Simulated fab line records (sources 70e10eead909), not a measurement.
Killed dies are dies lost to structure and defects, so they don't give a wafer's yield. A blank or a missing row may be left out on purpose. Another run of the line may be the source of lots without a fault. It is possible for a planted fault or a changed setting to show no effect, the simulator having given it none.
Which tool is to blame?	flow nandHarc	Sampling: 6 lots, 18 wafers, 5 of 1302 route steps

WHAT EACH GAUGE READ, for each wafer
NHARC_END_SORT_01.
lot	measured	on	killedAtArray

WHICH TOOL RAN EACH LOT (tool, then ch and the chambers of the sampled wafers, then the start)
lot	NHARC_A_CHANNEL_FILL_D2_ALD_02	NHARC_A_CHANNEL_FILL_D2_ALD_03	NHARC_A_CHANNEL_FILL_D2_ALD_14	NHARC_A_CHANNEL_FILL_D2_ALD_25
L414	aldHk-02 ch 1,2,3, day 13 11:11	aldSinBatch-01 ch 0, day 13 18:10 or earlier	aldHk-04 ch 1,2,3, day 13 18:10	aldHk-01 ch 0,1,2, day 15 01:52
L418	aldHk-04 ch 1,2, day 15 07:01	aldSinBatch-02 ch 0, day 15 13:49 or earlier	aldHk-01 ch 1,2, day 15 13:49	aldHk-04 ch 1,2, day 16 18:50
L426	aldHk-04 ch 0,1,3, day 18 16:49	aldSinBatch-03 ch 0, day 18 23:56 or earlier	aldHk-04 ch 0,2, day 18 23:56	aldHk-01 ch 1,2,3, day 20 08:11
L431	aldHk-01 ch 0,1, day 20 13:32	aldSinBatch-03 ch 0, day 20 20:32 or earlier	aldHk-02 ch 0,2, day 20 20:32	aldHk-04 ch 0,1,2, day 22 03:11
L434	aldHk-01 ch 0,1,3, day 21 22:40	aldSinBatch-02 ch 0, day 22 06:53 or earlier	aldHk-01 ch 1,2,3, day 22 06:53	aldHk-04 ch 0,1,2, day 23 14:50
L437	aldHk-01 ch 0,2,3, day 22 14:28	aldSinBatch-02 ch 0, day 22 21:28 or earlier	aldHk-02 ch 1,2, day 22 21:28	aldHk-01 ch 0,3, day 24 04:05
- NHARC_A_CHANNEL_FILL_D2_ALD_02: deposits SiO2, target thk 6 nm, pulse time 10 s, ald cycles 60.
- NHARC_A_CHANNEL_FILL_D2_ALD_03: deposits SiNx, target thk 6 nm, pulse time 60 s, ald cycles 58.
- NHARC_A_CHANNEL_FILL_D2_ALD_14: deposits SiO2, target thk 2.5 nm, pulse time 10 s, ald cycles 25.
- NHARC_A_CHANNEL_FILL_D2_ALD_25: deposits SiOx, target thk 60 nm, pulse time 10 s, ald cycles 600.

THE ANSWER, worked out from the rows above alone
Rule: the lots themselves supply what counts as usual. The widest of any qualifying gaps counts: lots, ordered by their means at a reading, are off when they make up no more than a third of the lots, leave a main group of 4 or more, and stand apart from it by 3 or more times the standard deviation of that group's means. A main group whose means are all the same, to the digits that the tables above print for the reading, isn't used. Also off: a lot with no number at a reading for which 4 or more lots have one. Any other lot the step has rows for is counted as sound.
No lot is off at any reading shown: from this, nothing can be told.

WHAT THE SIMULATOR PUT IN
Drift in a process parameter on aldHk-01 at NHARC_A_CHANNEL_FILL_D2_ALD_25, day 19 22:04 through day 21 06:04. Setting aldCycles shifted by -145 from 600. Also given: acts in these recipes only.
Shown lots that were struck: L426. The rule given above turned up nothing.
